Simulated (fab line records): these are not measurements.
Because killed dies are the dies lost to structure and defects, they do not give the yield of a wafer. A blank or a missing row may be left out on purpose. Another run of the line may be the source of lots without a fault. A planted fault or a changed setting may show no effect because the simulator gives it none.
Matching of chambers / flow n5Finfet / N5_DUMMY_REMOVAL_HM_STRIP_01 on rieDiel-04 has 4 sister chambers
The step strips SiNx in CH3F/O2, stops on poly-Si, target depth 4 nm, time 6.8 s. 14 wafers are shown with their chamber, then 7 later ones without.

## WAFERS WITH THEIR CHAMBER
wafer=L076.3; chamber=3; showerheadPlenumPTorr (Torr)=2.05; throttleValvePct (%)=15.99; oesProductAu (a.u.)=0.80
wafer=L076.4; chamber=0; showerheadPlenumPTorr (Torr)=1.94; throttleValvePct (%)=16.23; oesProductAu (a.u.)=0.65
wafer=L076.6; chamber=3; showerheadPlenumPTorr (Torr)=2.05; throttleValvePct (%)=16.00; oesProductAu (a.u.)=0.80
wafer=L078.1; chamber=2; showerheadPlenumPTorr (Torr)=2.06; throttleValvePct (%)=16.40; oesProductAu (a.u.)=0.56
wafer=L078.3; chamber=0; showerheadPlenumPTorr (Torr)=1.94; throttleValvePct (%)=16.22; oesProductAu (a.u.)=0.65
wafer=L078.5; chamber=0; showerheadPlenumPTorr (Torr)=1.94; throttleValvePct (%)=16.21; oesProductAu (a.u.)=0.64
wafer=L083.3; chamber=2; showerheadPlenumPTorr (Torr)=2.06; throttleValvePct (%)=16.41; oesProductAu (a.u.)=0.56
wafer=L083.5; chamber=2; showerheadPlenumPTorr (Torr)=2.06; throttleValvePct (%)=16.40; oesProductAu (a.u.)=0.56
wafer=L083.6; chamber=3; showerheadPlenumPTorr (Torr)=2.04; throttleValvePct (%)=16.03; oesProductAu (a.u.)=0.75
wafer=L090.3; chamber=1; showerheadPlenumPTorr (Torr)=2.02; throttleValvePct (%)=16.31; oesProductAu (a.u.)=0.72
wafer=L090.4; chamber=3; showerheadPlenumPTorr (Torr)=2.04; throttleValvePct (%)=16.07; oesProductAu (a.u.)=0.72
wafer=L090.5; chamber=1; showerheadPlenumPTorr (Torr)=2.02; throttleValvePct (%)=16.31; oesProductAu (a.u.)=0.71
wafer=L092.1; chamber=3; showerheadPlenumPTorr (Torr)=2.04; throttleValvePct (%)=16.05; oesProductAu (a.u.)=0.73
wafer=L092.2; chamber=0; showerheadPlenumPTorr (Torr)=1.93; throttleValvePct (%)=16.29; oesProductAu (a.u.)=0.63

SIGNATURES (means of the wafers above)
reading=showerheadPlenumPTorr; chamber 0=1.9375; chamber 1=2.0200; chamber 2=2.0600; chamber 3=2.0440; scatter within a chamber=0.00442
reading=throttleValvePct; chamber 0=16.2375; chamber 1=16.3100; chamber 2=16.4033; chamber 3=16.0280; scatter within a chamber=0.029
reading=oesProductAu; chamber 0=0.6425; chamber 1=0.7150; chamber 2=0.5600; chamber 3=0.7600; scatter within a chamber=0.0247
Rule: for a wafer and a chamber, the distance is found by dividing, reading by reading, the gap between the wafer's reading and the chamber's mean by the reading's scatter, squaring, summing and taking the root. The wafer belongs to the nearest chamber; if the next one is less than 2 further off, it can't be placed. The scatter: take each reading less its chamber's mean, square it, sum over the shown wafers, divide by the number of wafers less the number of chambers, and take the root.

## WAFERS WHOSE CHAMBER IS MISSING
wafer=L092.3; showerheadPlenumPTorr (Torr)=2.05; throttleValvePct (%)=15.96; oesProductAu (a.u.)=0.80
wafer=L093.1; showerheadPlenumPTorr (Torr)=1.93; throttleValvePct (%)=16.27; oesProductAu (a.u.)=0.63
wafer=L093.2; showerheadPlenumPTorr (Torr)=2.05; throttleValvePct (%)=15.93; oesProductAu (a.u.)=0.78
wafer=L093.3; showerheadPlenumPTorr (Torr)=2.02; throttleValvePct (%)=16.33; oesProductAu (a.u.)=0.71
wafer=L094.2; showerheadPlenumPTorr (Torr)=2.02; throttleValvePct (%)=16.32; oesProductAu (a.u.)=0.70
wafer=L094.4; showerheadPlenumPTorr (Torr)=2.05; throttleValvePct (%)=15.94; oesProductAu (a.u.)=0.77
wafer=L094.5; showerheadPlenumPTorr (Torr)=1.93; throttleValvePct (%)=16.27; oesProductAu (a.u.)=0.62

## THE CHAMBER EACH PASSED THROUGH
wafer=L092.3; from the rows above=3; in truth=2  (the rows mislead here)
wafer=L093.1; from the rows above=0; in truth=0
wafer=L093.2; from the rows above=3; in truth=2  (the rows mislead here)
wafer=L093.3; from the rows above=1; in truth=1
wafer=L094.2; from the rows above=1; in truth=1
wafer=L094.4; from the rows above=3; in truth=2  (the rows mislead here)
wafer=L094.5; from the rows above=0; in truth=0
4 of 7 placed correctly. From these rows, 0 cannot be placed. Placed wrongly: 3.
